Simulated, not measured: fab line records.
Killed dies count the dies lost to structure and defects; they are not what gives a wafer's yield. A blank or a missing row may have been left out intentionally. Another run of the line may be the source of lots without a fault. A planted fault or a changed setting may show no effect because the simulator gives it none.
One fault seen from 3 desks    flow nand harc    every desk sees just its own numbers, and what lay behind them comes last

## FOR THE TOOL OWNER'S DESK: rie diel-07
The tool's own readings at NHARC_A_SGD_CUT_ETCHBACK_24 (etches the open film in CH3F/O2, target depth 50 nm, time 92.857 s): means of the sampled wafers that have a number, for each lot that ran on this tool. Marked OUT: a lot whose mean sits more than 4 standard deviations from the usual mean, which makes it out of limits; the brackets give that distance.
Columns: A = drypump motor current A at NHARC_A_SGD_CUT_ETCHBACK_24, usual 5.5 A; B = oes product au at NHARC_A_SGD_CUT_ETCHBACK_24, usual 0.96 a.u.; C = rf vpp V at NHARC_A_SGD_CUT_ETCHBACK_24, usual 244.3 V; D = showerhead plenum p Torr at NHARC_A_SGD_CUT_ETCHBACK_24, usual 2.46 Torr; E = throttle valve pct at NHARC_A_SGD_CUT_ETCHBACK_24, usual 20.663 %
lot   first seen here  A    B     C      D     E
L802  day 14 02:32     5.2  0.93  244.8  2.45  20.657
L808  day 15 10:17     5.5  1.00  243.4  2.43  20.664
L810  day 16 06:16     5.2  1.00  244.3  2.45  20.652
L814  day 17 00:40     5.5  0.93  243.8  2.46  20.662
L818  day 18 10:35     5.3  1.01  244.4  2.45  20.665
L821  day 19 08:41     5.3  0.99  244.1  2.45  20.659
This desk's verdict: no lot among the 6 shows anything out of limits.

## THE DEFECT DESK
Inspection counts along the route, by lot: the mean over sampled wafers that carry a number. Marked OUT: a lot whose mean sits more than 4 standard deviations from the usual mean, which makes it out of limits; the brackets give that distance.
Columns: A = raw defect count at NHARC_A_SGD_CUT_INSPECT_25, usual 335
lot   first seen here  A
L801  day 13 12:02     267
L802  day 14 02:47     370
L806  day 15 10:31     368
L808  day 15 10:36     313
L810  day 16 06:30     315
L814  day 17 00:53     385
L818  day 18 10:50     1178 (+8.9) OUT
L824  day 19 08:57     270
L821  day 19 08:58     1194 (+9.0) OUT
L823  day 19 13:01     337
L822  day 19 16:35     402
This desk's verdict: out of limits on L818, L821, starting with L818 at day 18 10:50 (raw defect count at NHARC_A_SGD_CUT_INSPECT_25). L801, L802, L806, L808, L810, L814, L824, L823, L822 stayed within limits.

## AT THE METROLOGY DESK
What the gauges read for every lot (on any tool): the sampled wafers with a number, averaged. Marked OUT: a lot whose mean sits more than 4 standard deviations from the usual mean, which makes it out of limits; the brackets give that distance.
Columns: A = overlay x nm at NHARC_A_SLIT_OVL_MEAS_10, usual -0.2 nm; B = overlay y nm at NHARC_A_SLIT_OVL_MEAS_10, usual 0.1 nm
lot   first seen here  A     B
L801  day 13 19:03     0.4   -0.4
L802  day 14 06:17     -0.5  1.9
L806  day 15 13:38     0.3   0.8
L808  day 15 14:20     0.6   0.7
L810  day 16 11:50     -0.2  0.8
L814  day 17 05:08     2.0   -0.4
L818  day 18 15:28     -0.2  -0.2
L824  day 19 12:07     -0.4  -0.1
L821  day 19 12:16     -0.8  -0.8
L823  day 19 16:25     -0.5  1.1
L822  day 19 19:50     -0.2  -0.2
This desk's verdict: no lot among the 11 shows anything out of limits.

## ALL TOGETHER
The defect desk could have raised an alarm at day 18 10:50, on L818, L821.
The desk of the tool owner found nothing out of limits.
The metrology desk saw nothing out of limits.
The tool owner's desk has L818, L821 on record, within its limits.
The metrology desk has L818, L821 on record, within its limits.
Of the lots named, all ran NHARC_A_SGD_CUT_ETCHBACK_24 on rie diel-07.

## WHAT THE SIMULATOR HAD PUT IN
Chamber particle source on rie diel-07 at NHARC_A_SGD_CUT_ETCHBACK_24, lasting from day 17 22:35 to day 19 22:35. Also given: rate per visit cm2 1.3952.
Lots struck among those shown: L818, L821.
Hours from the fault's start to each desk's first reading out of limits: the defect desk, 12.
